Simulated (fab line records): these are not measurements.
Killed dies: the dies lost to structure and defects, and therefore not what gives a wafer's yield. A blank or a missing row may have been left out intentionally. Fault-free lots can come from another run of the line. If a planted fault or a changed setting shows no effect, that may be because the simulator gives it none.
A lot that was struck, set against a sound lot / flow nandHarc / 14 out of 1302 route steps
Sound: the wafers L584.3, L584.4, L584.6. Struck: wafers L595.1, L595.2, L595.6. The cause is named last.
For every step that has rows: the tool of each side, followed by ch and its chambers, followed by its first start. Under that, the readings that differ: sound wafers / struck wafers / difference of the means / sigmas: that difference in standard deviations of wafers without a fault.
alike: readings whose means differ by less than 2 such deviations, and words and numbers that are the same on both sides. not compared: withheld readings, readings that some wafer has no value for, bounds like >300 that may hide the same value, and numbers for which the record gives no deviation and whose values overlap.
Wherever a step has rows on one side only, a row that says differs or no value, or a row with sigmas, the two part there. When numbers do not overlap yet have no deviation, they are printed without sigmas and do not part them. A reading missing from all wafers of one side parts the sides only when that side holds two or more wafers.

NHARC_A_M0_CD_MEAS_09: the cd target is 80 nm.
  sound on cdSem-02 ch 0, day 24 05:54; struck on cdSem-03 ch 0, day 28 17:37
  alike: cdNm
NHARC_A_M0_OVL_MEAS_10: pitch 160 nm.
  struck on overlay-01, day 28 17:41; sound on overlay-01, day 24 05:59
  alike: overlayXNm, overlayYNm
NHARC_A_M0_INSPECT_11:
  struck on defectInspect-02, day 28 17:44; sound on defectInspect-02, day 24 06:01
  alike: rawDefectCount
NHARC_A_M0_DESCUM_14: chemistry O2, time 3 s.
  sound on rieDiel-10 ch 1,2,3, day 24 06:05; struck on rieDiel-02 ch 1,3, day 28 17:49
  alike: drypumpMotorCurrentA, oesProductAu, rfVppV, showerheadPlenumPTorr, throttleValvePct
  not compared: rfHoursCounterH
NHARC_A_M0_ETCH_34: etches the open film in N2/H2, target depth 40 nm, overetch 12 nm, time 43.94 s.
  sound on rieDiel-10 ch 0,1,3, day 24 06:11; struck on rieDiel-02 ch 0,2,3, day 28 17:55
  alike: drypumpMotorCurrentA, oesProductAu, rfVppV, showerheadPlenumPTorr, throttleValvePct
  not compared: rfHoursCounterH
NHARC_A_M0_ETCH_15: etches the open film in C4F8/Ar, target depth 150 nm, overetch 15 nm, time 82.5 s.
  sound: rieDiel-10 ch 0,1,3; struck: rieDiel-02 ch 2,3
  alike: oesProductAu, rfVppV
  not compared: rfHoursCounterH
NHARC_A_M0_CD_MEAS_16:
  struck on cdSem-03, day 28 18:07; sound on cdSem-01, day 24 06:23
  alike: cdNm
NHARC_A_M0_STRIP_18: strips in N2/H2.
  sound on rieDiel-11 ch 1,2,3, day 24 06:31; struck on rieDiel-02 ch 2,3, day 28 18:11
  alike: drypumpMotorCurrentA, oesProductAu, rfVppV, showerheadPlenumPTorr, throttleValvePct
  not compared: rfHoursCounterH
then, 3 steps without rows for these wafers: NHARC_A_M0_STRIP_19 (strips in post etch residue remover, time 600 s); NHARC_A_M0_DEGAS_28 (time 60 s); NHARC_A_M0_PRE_CLEAN_29 (time 30 s).
NHARC_A_M0_PVD_20: deposits TaN, target thk 5 nm, time 8.06 s.
  sound on pvdSputter-02; struck on pvdSputter-03
  alike: biasV, cathodeDcPowerW, throttleValvePct
NHARC_A_M0_PVD_21: deposits Cu, target thk 30 nm, time 20.49 s.
  struck on pvdSputter-03, day 28 18:58; sound on pvdSputter-02, day 24 07:16
  no value came back on the struck wafers for cathodeDcPowerW (W), chamberPressurePa (Pa), throttleValvePct (%); on the sound wafers cathodeDcPowerW (W) reads 5001.0 5000.5 5002.2
then, 1 step without rows for these wafers: NHARC_A_M0_ECD_22 (material Cu, target thk 400 nm).

## WHERE THEY PART
Only at NHARC_A_M0_PVD_21, within this record.

WHY: what had been put in by the simulator
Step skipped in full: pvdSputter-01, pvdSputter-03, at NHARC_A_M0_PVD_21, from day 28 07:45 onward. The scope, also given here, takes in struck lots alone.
